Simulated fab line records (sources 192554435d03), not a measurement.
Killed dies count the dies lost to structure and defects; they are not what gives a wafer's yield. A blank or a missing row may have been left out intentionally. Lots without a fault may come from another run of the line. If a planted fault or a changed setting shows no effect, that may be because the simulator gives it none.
A struck lot beside a sound one :: flow n5-finfet :: 16 out of 1938 route steps
Sound: the wafers L202.1, L202.2, L202.4. Struck: wafer L216.2 (L216.1, L216.5, from the same lot, were not struck and are left out); the cause is given at the end.
For every step that has rows: the tool of each side, followed by ch and its chambers, followed by its first start. Under that, the readings that differ: sound wafers :: struck wafers :: difference of the means :: sigmas: that difference in standard deviations of wafers without a fault.
alike: readings whose means differ by less than 2 such deviations, and words and numbers that are the same on both sides. not compared: withheld readings, readings that some wafer has no value for, bounds like >300 that may hide the same value, and numbers for which the record gives no deviation and whose values overlap.
Wherever a step has rows on one side only, a row that says differs or no value, or a row with sigmas, the two part there. Numbers that don't overlap but have no deviation are shown without sigmas and don't part them. Lack of a reading on every wafer of one side parts them only where that side has two or more wafers.

first, 2 steps without rows for these wafers: N5_FIN_SAQP_ETCH_65 (etches SiO2 in CF4, target depth 4 nm, time 4.4 s); N5_FIN_SAQP_MANDREL_ETCH_58 (etches a-Si in HBr/Cl2, stops on SiNx, target depth 45 nm, bt time 10 s, time 27 s).
N5_FIN_SAQP_RECESS_63: chemistry HF/NH3, target SiO2, target depth 18 nm, afs cycles 3, sublimation time 60 s.
  sound on vapor-etch-02 ch 0,1, day 4 06:26; struck on vapor-etch-02 ch 1, day 7 19:41
  alike: drypump-motor-current-A
then, 2 steps without rows for these wafers: N5_FIN_SAQP_COAT_68 (time 60 s, resist thk 100 nm); N5_FIN_SAQP_ETCH_69 (etches SOC in N2/H2, stops on SiNx, target depth 150 nm).
N5_FIN_SAQP_ETCH_67: etches SiNx in CH3F/O2, target depth 30 nm.
  sound on rie-diel-05 ch 0,2,3, day 4 06:58; struck on rie-diel-05 ch 2, day 7 20:26
reading: rf-hours-counter-h (h)
sound: 156 152 162
struck: 192
difference: +35
sigmas: 
  alike: drypump-motor-current-A, oes-product-au, rf-vpp-V, showerhead-plenum-p-Torr, throttle-valve-pct
N5_FIN_SAQP_STRIP_70: strips in N2/H2.
  sound on rie-diel-05 ch 0,2,3, day 4 07:00; struck on rie-diel-05 ch 2, day 7 20:28
reading: rf-hours-counter-h (h)
sound: 156 152 162
struck: 192
difference: +35
sigmas: 
  alike: drypump-motor-current-A, oes-product-au, rf-vpp-V, showerhead-plenum-p-Torr, throttle-valve-pct
N5_FIN_SAQP_RECESS_71: chemistry HF/NH3, target SiO2, target depth 3 nm, afs cycles 1, sublimation time 60 s.
  sound on vapor-etch-02 ch 0,1, day 4 07:04; struck on vapor-etch-02 ch 1, day 7 20:32
  alike: drypump-motor-current-A
then, 2 steps without rows for these wafers: N5_FIN_SAQP_SPACER2_ALD_28 (deposits SiO2, target thk 8.1 nm, pulse time 1 s, purge time 2 s); N5_FIN_SAQP_SPACER2_ETCHBACK_29 (etches SiO2 in CHF3/O2, target depth 12.2 nm, time 6.1 s).
N5_FIN_SAQP_MANDREL2_REMOVE_60: chemistry HBr/Cl2/O2, target a-Si, stops on SiNx, bt time 10 s.
  sound on rie-si-03 ch 2,3, day 4 07:37; struck on rie-si-04 ch 3, day 7 21:06
reading: throttle-valve-pct (%)
sound: 36.75 36.73 36.72
struck: 35.90
difference: -0.83
sigmas: -3
  alike: drypump-motor-current-A, oes-product-au
  not compared: rf-hours-counter-h
N5_FIN_SAQP_CD_MEAS_31: the cd target is 8 nm.
  sound on cd-sem-03 ch 0, day 4 07:44; struck on cd-sem-01 ch 0, day 7 21:13
  alike: cd-nm
N5_FIN_SAQP_HM_OPEN_33: chemistry CH3F/O2, target SiNx, target depth 49.4 nm, time 70.6 s.
  sound on rie-diel-05 ch 0,2,3, day 4 07:47; struck on rie-diel-05 ch 0, day 7 21:16
reading: etch-rf-on-time-s (s)
sound: 66.5 69.2 68.6
struck: 52.8
difference: -15.3
sigmas: -8

reading: rf-hours-counter-h (h)
sound: 162 152 157
struck: 181
difference: +24
sigmas: 
  alike: drypump-motor-current-A, oes-product-au, rf-vpp-V, showerhead-plenum-p-Torr, throttle-valve-pct
then, 1 step without rows for these wafers: N5_FIN_SAQP_ETCH_34 (etches SiO2 in C4F6/O2, target depth 45 nm, time 15 s).
-- here the record skips 6 days between the struck wafers' starts before and after, leaving off in module FIN_SAQP and picking up in module BEOL_M4 (first step shown: number 1111 of the route) --
N5_BEOL_M4_RC_MEAS_101:
  sound on prober-02 ch 0, day 10 06:15; struck on prober-01 ch 0, day 14 05:49
  alike: DIBL_N, DIBL_P, IOFF_N, IOFF_P, ION_N, ION_P, SS_N, SS_P, VT_N, VT_P
-- record jumps: 5 days separate the struck wafers' starts on either side; left off in module BEOL_M4, taken up again in module PASSIVATION, whose first shown step is the route's number 1936 --
N5_PASSIVATION_PROBE_49:
  sound on prober-02 at day 14 23:49; struck on prober-02 at day 19 05:49
reading: killed_at_M0_to_M3
sound: 33 26 31
struck: 61
difference: +31
sigmas: +3

reading: sort_bin_6_memory (%)
sound: 2.7 3.1 2.8
struck: 4.5
difference: +1.6
sigmas: +3

reading: sort_bin_8_speed (%)
sound: 0 0 0.25
struck: 0
difference: +0
sigmas: -3
  alike: defect-limited-yield, killed_at_M4_up, killed-at-contacts, killed-at-front-end, killed-at-other, killed-dies, killed-open, killed-short, sort_bin_4_leakage, sort_bin_5_function, sort-n-pass, sort-yield-pct

== WHERE THEY PART ==
Earliest at N5_FIN_SAQP_MANDREL2_REMOVE_60; latest, in this record, at N5_PASSIVATION_PROBE_49.

WHY: what the simulator had put in
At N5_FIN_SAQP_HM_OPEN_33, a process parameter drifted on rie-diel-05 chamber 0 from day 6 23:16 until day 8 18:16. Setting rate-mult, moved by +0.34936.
